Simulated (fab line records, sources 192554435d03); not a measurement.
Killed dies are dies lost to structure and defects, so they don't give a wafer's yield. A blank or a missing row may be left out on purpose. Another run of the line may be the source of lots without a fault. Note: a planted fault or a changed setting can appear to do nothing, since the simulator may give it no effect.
Split-lot experiment :: flow n5_finfet :: 39 wafers read from 7 lots, route of 1938 steps

== THE SPLIT ITSELF ==
At N5_MOL_CONTACT_COAG_EXPOSE_05 (exposes mask CA, defocus 0 nm), the setting dose_mj was moved away from the recipe's 38.25 on 15 of the 39 wafers read, by -7.5% to +3.9%. For the rest of the wafers, this setting stayed at what the recipe calls for.

== FROM THE SPLIT TO THE READING: what the file shows between them, 14 steps ==
- N5_MOL_CONTACT_COAG_PEB_06: peb time 60 s
- N5_MOL_CONTACT_COAG_DEVELOP_07: develop time 30 s
- N5_MOL_CONTACT_COAG_CD_MEAS_08: target cd 28 nm
- N5_MOL_CONTACT_COAG_DESCUM_13: chemistry O2, time 7 s
- N5_MOL_CONTACT_COAG_ETCH_59: etches underlayer in N2/H2, target depth 13 nm, time 10.4 s
- N5_MOL_CONTACT_COAG_ETCH_105: etches SiARC in CF4, target depth 15.6 nm, time 26 s
- N5_MOL_CONTACT_COAG_ETCH_106: etches SOC in N2/H2, target depth 80 nm, overetch 16 nm, time 120 s
- N5_MOL_CONTACT_COAG_STRIP_107: strips in N2/H2
- N5_MOL_CONTACT_COAG_STRIP_108: strips in N2/H2
- N5_MOL_CONTACT_COAG_CONTACT_ETCH_14: etches SiO2 in C4F6/O2, target depth 27.5 nm, overetch 8.5 nm, time 20 s
- N5_MOL_CONTACT_COAG_STRIP_109: strips in C4F6/O2
- N5_MOL_CONTACT_COAG_ETCH_15: etches SiNx in CH3F/O2, stops on Si:P, target depth 7 nm
- N5_MOL_CONTACT_COAG_ETCH_110: etches Si in CF4/O2, target depth 2.5 nm, time 8 s
- N5_MOL_CONTACT_COAG_STRIP_98: strips in N2/H2

== THE READING ==
At N5_MOL_CONTACT_COAG_CD_MEAS_99: cd_nm in nanometres, against a target cd of 17.2 nm. On this fab line, fault-free wafers typically give 17.0 nm with a standard deviation of 0.38 nm.

wafer: L076.1
tool, chamber at the split: euv_scanner-01, 0
dose_mj as run: 36.56
against the recipe: -4.4%
cd_nm, nm: 15.5
against lot-mates on the recipe: -1.5

wafer: L076.2
tool, chamber at the split: euv_scanner-01, 0
dose_mj as run: 38.25
against the recipe: recipe
cd_nm, nm: 17.1
against lot-mates on the recipe: -

wafer: L076.3
tool, chamber at the split: euv_scanner-01, 0
dose_mj as run: 36.56
against the recipe: -4.4%
cd_nm, nm: 15.1
against lot-mates on the recipe: -1.9

wafer: L076.4
tool, chamber at the split: euv_scanner-01, 0
dose_mj as run: 38.25
against the recipe: recipe
cd_nm, nm: 17.5
against lot-mates on the recipe: -

wafer: L076.5
tool, chamber at the split: euv_scanner-01, 0
dose_mj as run: 36.56
against the recipe: -4.4%
cd_nm, nm: 16.2
against lot-mates on the recipe: -0.8

wafer: L076.6
tool, chamber at the split: euv_scanner-01, 0
dose_mj as run: 38.25
against the recipe: recipe
cd_nm, nm: 16.4
against lot-mates on the recipe: -

wafer: L077.1
tool, chamber at the split: euv_scanner-02, 0
dose_mj as run: 35.87
against the recipe: -6.2%
cd_nm, nm: 15.1
against lot-mates on the recipe: -1.7

wafer: L077.2
tool, chamber at the split: euv_scanner-02, 0
dose_mj as run: 38.25
against the recipe: recipe
cd_nm, nm: 16.3
against lot-mates on the recipe: -

wafer: L077.3
tool, chamber at the split: euv_scanner-02, 0
dose_mj as run: 38.25
against the recipe: recipe
cd_nm, nm: 16.9
against lot-mates on the recipe: -

wafer: L077.4
tool, chamber at the split: euv_scanner-02, 0
dose_mj as run: 35.87
against the recipe: -6.2%
cd_nm, nm: 14.8
against lot-mates on the recipe: -2.0

wafer: L077.5
tool, chamber at the split: euv_scanner-02, 0
dose_mj as run: 38.25
against the recipe: recipe
cd_nm, nm: 17.2
against lot-mates on the recipe: -

wafer: L077.6
tool, chamber at the split: euv_scanner-02, 0
dose_mj as run: 35.87
against the recipe: -6.2%
cd_nm, nm: 14.6
against lot-mates on the recipe: -2.2

wafer: L079.1
tool, chamber at the split: euv_scanner-01, 0
dose_mj as run: 38.25
against the recipe: recipe
cd_nm, nm: 17.5
against lot-mates on the recipe: -

wafer: L079.2
tool, chamber at the split: euv_scanner-01, 0
dose_mj as run: 38.25
against the recipe: recipe
cd_nm, nm: 16.3
against lot-mates on the recipe: -

wafer: L079.3
tool, chamber at the split: euv_scanner-01, 0
dose_mj as run: 36
against the recipe: -5.9%
cd_nm, nm: 15.9
against lot-mates on the recipe: -1.1

wafer: L079.4
tool, chamber at the split: euv_scanner-01, 0
dose_mj as run: 36
against the recipe: -5.9%
cd_nm, nm: 15.1
against lot-mates on the recipe: -1.9

wafer: L079.5
tool, chamber at the split: euv_scanner-01, 0
dose_mj as run: 38.25
against the recipe: recipe
cd_nm, nm: 17.1
against lot-mates on the recipe: -

wafer: L079.6
tool, chamber at the split: euv_scanner-01, 0
dose_mj as run: 36
against the recipe: -5.9%
cd_nm, nm: 15.5
against lot-mates on the recipe: -1.5

wafer: L080.1
tool, chamber at the split: euv_scanner-02, 0
dose_mj as run: 39.76
against the recipe: +3.9%
cd_nm, nm: 17.5
against lot-mates on the recipe: +0.6

wafer: L080.2
tool, chamber at the split: euv_scanner-02, 0
dose_mj as run: 38.25
against the recipe: recipe
cd_nm, nm: 17.0
against lot-mates on the recipe: -

wafer: L080.3
tool, chamber at the split: euv_scanner-02, 0
dose_mj as run: 38.25
against the recipe: recipe
cd_nm, nm: 16.7
against lot-mates on the recipe: -

wafer: L080.4
tool, chamber at the split: euv_scanner-02, 0
dose_mj as run: 39.76
against the recipe: +3.9%
cd_nm, nm: 18.1
against lot-mates on the recipe: +1.2

wafer: L080.5
tool, chamber at the split: euv_scanner-02, 0
dose_mj as run: 38.25
against the recipe: recipe
cd_nm, nm: 17.1
against lot-mates on the recipe: -

wafer: L080.6
tool, chamber at the split: euv_scanner-02, 0
dose_mj as run: 39.76
against the recipe: +3.9%
cd_nm, nm: 18.2
against lot-mates on the recipe: +1.3

wafer: L082.2
tool, chamber at the split: euv_scanner-02, 0
dose_mj as run: 38.25
against the recipe: recipe
cd_nm, nm: 16.7
against lot-mates on the recipe: -

wafer: L082.4
tool, chamber at the split: euv_scanner-02, 0
dose_mj as run: 38.25
against the recipe: recipe
cd_nm, nm: 16.8
against lot-mates on the recipe: -

wafer: L082.5
tool, chamber at the split: euv_scanner-02, 0
dose_mj as run: 38.25
against the recipe: recipe
cd_nm, nm: 16.3
against lot-mates on the recipe: -

wafer: L084.1
tool, chamber at the split: euv_scanner-02, 0
dose_mj as run: 35.37
against the recipe: -7.5%
cd_nm, nm: 15.5
against lot-mates on the recipe: -1.4

wafer: L084.2
tool, chamber at the split: euv_scanner-02, 0
dose_mj as run: 38.25
against the recipe: recipe
cd_nm, nm: 17.2
against lot-mates on the recipe: -

wafer: L084.3
tool, chamber at the split: euv_scanner-02, 0
dose_mj as run: 35.37
against the recipe: -7.5%
cd_nm, nm: 14.7
against lot-mates on the recipe: -2.2

wafer: L084.4
tool, chamber at the split: euv_scanner-02, 0
dose_mj as run: 35.37
against the recipe: -7.5%
cd_nm, nm: 15.1
against lot-mates on the recipe: -1.8

wafer: L084.5
tool, chamber at the split: euv_scanner-02, 0
dose_mj as run: 38.25
against the recipe: recipe
cd_nm, nm: 17.0
against lot-mates on the recipe: -

wafer: L084.6
tool, chamber at the split: euv_scanner-02, 0
dose_mj as run: 38.25
against the recipe: recipe
cd_nm, nm: 16.4
against lot-mates on the recipe: -

wafer: L088.1
tool, chamber at the split: euv_scanner-01, 0
dose_mj as run: 38.25
against the recipe: recipe
cd_nm, nm: 16.6
against lot-mates on the recipe: -

wafer: L088.2
tool, chamber at the split: euv_scanner-01, 0
dose_mj as run: 38.25
against the recipe: recipe
cd_nm, nm: 17.2
against lot-mates on the recipe: -

wafer: L088.3
tool, chamber at the split: euv_scanner-01, 0
dose_mj as run: 38.25
against the recipe: recipe
cd_nm, nm: 18.0
against lot-mates on the recipe: -

wafer: L088.4
tool, chamber at the split: euv_scanner-01, 0
dose_mj as run: 38.25
against the recipe: recipe
cd_nm, nm: 17.0
against lot-mates on the recipe: -

wafer: L088.5
tool, chamber at the split: euv_scanner-01, 0
dose_mj as run: 38.25
against the recipe: recipe
cd_nm, nm: 17.1
against lot-mates on the recipe: -

wafer: L088.6
tool, chamber at the split: euv_scanner-01, 0
dose_mj as run: 38.25
against the recipe: recipe
cd_nm, nm: 17.1
against lot-mates on the recipe: -

THE FIT
A straight line over all 39 wafers: cd_nm changes by +0.271 nm for each +1% of dose_mj; r = +0.90; the points scatter about the line by 0.42 nm.
The same after taking each lot's own level away (the mean of its wafers on the recipe; 39 wafers): +0.266 nm for each +1%; r = +0.91; scatter 0.39 nm.
The reading moves by 2 nm for the largest change in dose_mj, on that fit.
From 16.60 to 17.17 nm: that is the span of the lots' own levels, equal to 1.5 times the standard deviation above.
Consequently the slope shifts little with the lot-to-lot level, the two slopes agreeing.
Check: -2.11 nm against its lot-mates is what the line predicts for one of the wafers moved furthest among these (-7.5%) when that wafer is left out of the fit. Against them it came out at -1.37 nm.

== OTHER SPLITS ON THESE WAFERS ==
Before the reading, these wafers also passed through other splits. Each is held against what the fit with the lots' levels taken away leaves over:
other split on the same wafers: N5_WELL_APT_IMPLANT_15 energy_kev
wafers away from the commonest value: 18
r with cd_nm (lot level and that fit taken away): +0.00

other split on the same wafers: N5_STI_FIN_REVEAL_ETCHBACK_08 target_depth_a
wafers away from the commonest value: 18
r with cd_nm (lot level and that fit taken away): +0.11

other split on the same wafers: N5_DUMMY_GATE_CVD_03 time_s
wafers away from the commonest value: 30
r with cd_nm (lot level and that fit taken away): -0.09

other split on the same wafers: N5_DUMMY_GATE_HM_DEP_06 target_thk_a
wafers away from the commonest value: 30
r with cd_nm (lot level and that fit taken away): -0.05

other split on the same wafers: N5_DUMMY_GATE_ETCH_32 time_s
wafers away from the commonest value: 15
r with cd_nm (lot level and that fit taken away): +0.01

== THE WHOLE CHAIN: every reading that the file lists as answering this split, in the file's order ==
step: N5_MOL_CONTACT_COAG_CD_MEAS_08
what it does: target cd 28 nm
reading: cd_nm
change (the file's fit): +0.227 nm for each +1% of the setting
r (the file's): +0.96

step: N5_MOL_CONTACT_COAG_ETCH_59
what it does: etches underlayer in N2/H2, target depth 13 nm, time 10.4 s
reading: MOL_CONTACT_COAG.cd_offset_nm (the simulator's own value, which no gauge read)
change (the file's fit): +0.231 nm for each +1% of the setting
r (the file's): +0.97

step: N5_MOL_CONTACT_COAG_ETCH_106
what it does: etches SOC in N2/H2, target depth 80 nm, overetch 16 nm, time 120 s
reading: MOL_CONTACT_COAG.cd_offset_nm (the simulator's own value, which no gauge read)
change (the file's fit): +0.248 nm for each +1% of the setting
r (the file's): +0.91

step: N5_MOL_CONTACT_COAG_CONTACT_ETCH_14
what it does: etches SiO2 in C4F6/O2, target depth 27.5 nm, overetch 8.5 nm, time 20 s
reading: MOL_CONTACT_COAG.cd_offset_nm (the simulator's own value, which no gauge read)
change (the file's fit): +0.256 nm for each +1% of the setting
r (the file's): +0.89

step: N5_MOL_CONTACT_COAG_CD_MEAS_99
what it does: target cd 17.2 nm
reading: cd_nm
change (the file's fit): +0.267 nm for each +1% of the setting
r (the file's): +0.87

== FILE'S OWN FIT ==
cd_nm changes by +0.267 nm for each +1% of dose_mj, r = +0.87.
